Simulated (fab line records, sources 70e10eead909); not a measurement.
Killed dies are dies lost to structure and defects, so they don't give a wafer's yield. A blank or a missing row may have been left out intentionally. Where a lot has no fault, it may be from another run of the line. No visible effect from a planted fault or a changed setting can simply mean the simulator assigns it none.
Which tool was responsible? / flow nand harc / 12 lots with 36 wafers sampled at 3 steps, on a route of 1302 steps

== WHAT EACH GAUGE READ, for each wafer ==
NHARC_A_CONTACT_OVL_MEAS_70.
lot=L075; measured=day 22 14:52; on=overlay-01; overlay x nm (nm)=0.7 0.2 0.0
lot=L076; measured=day 23 00:40; on=overlay-01; overlay x nm (nm)=-1.0 -0.5 -0.4
lot=L078; measured=day 24 06:50; on=overlay-02; overlay x nm (nm)=-1.1 -1.1 -0.9
lot=L082; measured=day 25 03:05; on=overlay-02; overlay x nm (nm)=1.4 1.3 1.4
lot=L083; measured=day 25 20:55; on=overlay-01; overlay x nm (nm)=1.1 2.0 1.9
lot=L084; measured=day 26 05:47; on=overlay-01; overlay x nm (nm)=0.1 0.1 0.1
lot=L087; measured=day 26 23:26; on=overlay-02; overlay x nm (nm)=0.0 0.1 -0.3
lot=L089; measured=day 27 18:29; on=overlay-01; overlay x nm (nm)=-0.1 0.1 -0.3
lot=L091; measured=day 29 00:31; on=overlay-01; overlay x nm (nm)=-1.0 -1.0 -0.8
lot=L092; measured=day 29 16:42; on=overlay-01; overlay x nm (nm)=0.7 1.2 1.1
lot=L097; measured=day 30 17:08; on=overlay-01; overlay x nm (nm)=1.0 1.2 0.6
lot=L095; measured=day 30 21:14; on=overlay-01; overlay x nm (nm)=-0.8 -0.3 -0.9

== TOOL THAT RAN EACH LOT (tool first, then ch and the chambers of the sampled wafers, then the start) ==
lot=L075; NHARC_A_CONTACT_ETCH_114=har cap etch-02 ch 0,1, day 22 01:25; NHARC_A_CONTACT_ETCH_121=har cap etch-02 ch 0,1, day 22 02:37
lot=L076; NHARC_A_CONTACT_ETCH_114=har cap etch-03 ch 0,1, day 22 14:25; NHARC_A_CONTACT_ETCH_121=har cap etch-03 ch 0,1, day 22 16:01
lot=L078; NHARC_A_CONTACT_ETCH_114=har cap etch-03 ch 0,1, day 23 22:09; NHARC_A_CONTACT_ETCH_121=har cap etch-03 ch 0,1, day 23 23:20
lot=L082; NHARC_A_CONTACT_ETCH_114=har cap etch-01 ch 0,1, day 24 19:08; NHARC_A_CONTACT_ETCH_121=har cap etch-01 ch 0,1, day 24 20:20
lot=L083; NHARC_A_CONTACT_ETCH_114=har cap etch-02 ch 0,1, day 25 12:07; NHARC_A_CONTACT_ETCH_121=har cap etch-02 ch 0,1, day 25 13:19
lot=L084; NHARC_A_CONTACT_ETCH_114=har cap etch-03 ch 0,1, day 25 20:22; NHARC_A_CONTACT_ETCH_121=har cap etch-03 ch 0,1, day 25 21:34
lot=L087; NHARC_A_CONTACT_ETCH_114=har cap etch-01 ch 0,1, day 26 14:19; NHARC_A_CONTACT_ETCH_121=har cap etch-01 ch 0,1, day 26 15:30
lot=L089; NHARC_A_CONTACT_ETCH_114=har cap etch-01 ch 0,1, day 27 05:52; NHARC_A_CONTACT_ETCH_121=har cap etch-01 ch 0,1, day 27 07:02
lot=L091; NHARC_A_CONTACT_ETCH_114=har cap etch-03 ch 0,1, day 28 16:41; NHARC_A_CONTACT_ETCH_121=har cap etch-03 ch 0,1, day 28 17:52
lot=L092; NHARC_A_CONTACT_ETCH_114=har cap etch-01 ch 0,1, day 29 07:23; NHARC_A_CONTACT_ETCH_121=har cap etch-01 ch 0,1, day 29 08:34
lot=L097; NHARC_A_CONTACT_ETCH_114=har cap etch-02 ch 0,1, day 30 09:28; NHARC_A_CONTACT_ETCH_121=har cap etch-02 ch 0,1, day 30 10:40
lot=L095; NHARC_A_CONTACT_ETCH_114=har cap etch-02 ch 0,1, day 30 13:25; NHARC_A_CONTACT_ETCH_121=har cap etch-02 ch 0,1, day 30 14:37
- NHARC_A_CONTACT_ETCH_114: etches the open film in C4F8/O2/Ar, time 190 s, target depth 1850 nm.
- NHARC_A_CONTACT_ETCH_121: etches the open film in C4F8/O2/Ar, time 190 s, target depth 1850 nm.

== THE ANSWER, worked out from the rows above alone ==
Rule: usual is defined by the lots themselves. The widest of any qualifying gaps counts: lots, ordered by their means at a reading, are off when they make up no more than a third of the lots, leave a main group of 4 or more, and stand apart from it by 3 or more times the standard deviation of that group's means. If all means in a main group match to the digits the tables above print for the reading, that group is not used. Also off: a lot with no number at a reading for which 4 or more lots have one. All remaining lots with rows at the step are treated as sound.
No lot is off at any reading shown: from this, nothing can be told.

== WHAT THE SIMULATOR HAD INSERTED ==
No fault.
